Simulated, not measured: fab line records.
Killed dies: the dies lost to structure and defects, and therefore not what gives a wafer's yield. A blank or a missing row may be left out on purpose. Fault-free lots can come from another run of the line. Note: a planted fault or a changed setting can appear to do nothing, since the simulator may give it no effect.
A lot that was struck, set against a sound lot -- flow n5_finfet -- 20 steps out of a route of 1938
Sound: wafers L775.3, L775.4, L775.5. Struck: wafer L790.3 (L790.4, L790.6, from the same lot, were not struck and are left out); the cause is given at the end.
Per side, at each step with rows, come the tool, then ch with its chambers, and then its first start. Under that, the readings that differ: sound wafers -- struck wafers -- difference of the means -- sigmas: that difference in standard deviations of wafers without a fault.
alike: a reading whose means differ by less than 2 such deviations, as well as words and numbers matching on both sides. not compared: withheld readings; readings where some wafer has no value; bounds like >300 that might hide an equal value; numbers whose values overlap and for which the record gives no deviation.
The two part at a step that has a row with sigmas, a row that says differs or no value, or rows on one side only. When numbers do not overlap yet have no deviation, they are printed without sigmas and do not part them. A reading missing from all wafers of one side parts the sides only when that side holds two or more wafers.

first, 2 steps without rows for these wafers: N5_DUMMY_REMOVAL_SRD_05 (time 30 s); N5_HKMG_FIN_IL_REGROW_00 (material SiO2, chemistry O3, target thk 0.75 nm, time 30 s).
N5_HKMG_FIN_HK_ALD_01: deposits HfO2, target thk 1.6 nm, pulse time 3 s, purge time 3 s.
  sound on ald_hk-03 ch 0,2, day 4 23:14; struck on ald_hk-03 ch 3, day 8 11:52
  alike: precursor_pulse_height_rel
N5_HKMG_FIN_HK_ANNEAL_02: time 30 s.
  sound on rtp_anneal-01 ch 0, day 4 23:30; struck on rtp_anneal-01 ch 0, day 8 12:14
  alike: lamp_power_pct, lamp_zone_2_pct, lamp_zone_7_pct, wafer_temp_C_max
N5_HKMG_FIN_ALD_74: deposits La2O3, target thk 0.5 nm, pulse time 6 s, co reactant pulse time 1 s.
  sound on ald_hk-01 ch 0,2,3, day 4 23:39; struck on ald_hk-01 ch 1, day 8 12:24
  alike: heater_power_outer_w, heater_power_w, precursor_pulse_height_rel, susceptor_temp_C
then, 7 steps without rows for these wafers: N5_HKMG_FIN_ALD_75 (deposits Al2O3, target thk 1 nm, co reactant pulse time 1 s); N5_HKMG_FIN_COAT_41 (time 60 s, resist thk 300 nm); N5_HKMG_FIN_COAT_42 (time 60 s, resist thk 35 nm); N5_HKMG_FIN_COAT_43 (resist thk 90 nm); N5_HKMG_FIN_EBR_45; N5_HKMG_FIN_SOFTBAKE_44 (time 60 s); N5_HKMG_FIN_EXPOSE_46 (exposes mask NDIPOLE).
N5_HKMG_FIN_PEB_47: peb time 60 s.
  sound on litho_track-04 ch 0, day 5 00:00; struck on litho_track-04 ch 0, day 8 12:53
then, 1 step without rows for these wafers: N5_HKMG_FIN_DEVELOP_48 (develop time 30 s).
N5_HKMG_FIN_CD_MEAS_49 targets a cd of 202 nm.
  sound on cd_sem-01 ch 0, day 5 00:04; struck on cd_sem-02 ch 0, day 8 12:58
reading,sound,struck,difference,sigmas
cd_nm (nm),200.2 202.4 200.8,204.3,+3.2,+4
N5_HKMG_FIN_OVL_MEAS_50:
  sound on overlay-02 ch 0, day 5 00:06; struck on overlay-01 ch 0, day 8 12:59
reading,sound,struck,difference,sigmas
NDIPOLE_OVL (nm),-0.5 -1.0 0.0,0.9,+1.4,+2
N5_HKMG_FIN_INSPECT_61: inspects for defects (macro).
  sound on defect_inspect-02 at day 5 00:07; struck on defect_inspect-02 at day 8 13:01
  alike: raw_defect_count
N5_HKMG_FIN_DESCUM_53: chemistry O2, time 7.9 s.
  sound on rie_diel-04 ch 1,2, day 5 00:10; struck on rie_diel-02 ch 1, day 8 13:14
  alike: bias_power_w, drypump_motor_current_A, o2_flow_sccm, oes_product_au, rf_vpp_V, showerhead_plenum_p_Torr, throttle_valve_pct
  not compared: rf_hours_counter_h
N5_HKMG_FIN_ETCH_54: etches SiARC in CF4, target depth 45.5 nm, time 75.8 s.
  sound on rie_diel-04 ch 1,2, day 5 00:11; struck on rie_diel-02 ch 1, day 8 13:16
reading,sound,struck,difference,sigmas
model.HKMG_FIN.cd_offset_nm (nm),-1.4 0 -1.4,2,+3,
  alike: bias_w, drypump_motor_current_A, etch_rf_on_time_s, oes_product_au, rf_vpp_V, showerhead_plenum_p_Torr, throttle_valve_pct
  not compared: rf_hours_counter_h
N5_HKMG_FIN_ETCH_55: etches SOC in N2/H2, target depth 240 nm, time 300 s.
  sound on rie_diel-04 ch 1,2, day 5 00:15; struck on rie_diel-02 ch 1, day 8 13:20
  alike: bias_w, drypump_motor_current_A, oes_product_au, rf_vpp_V, showerhead_plenum_p_Torr, throttle_valve_pct
  not compared: rf_hours_counter_h

## WHERE THEY PART
Earliest at N5_HKMG_FIN_CD_MEAS_49; latest, in this record, at N5_HKMG_FIN_OVL_MEAS_50. Later steps at which nothing parts them and some readings are alike: N5_HKMG_FIN_INSPECT_61, N5_HKMG_FIN_DESCUM_53, N5_HKMG_FIN_ETCH_54, N5_HKMG_FIN_ETCH_55.

WHY: whatever the simulator had introduced
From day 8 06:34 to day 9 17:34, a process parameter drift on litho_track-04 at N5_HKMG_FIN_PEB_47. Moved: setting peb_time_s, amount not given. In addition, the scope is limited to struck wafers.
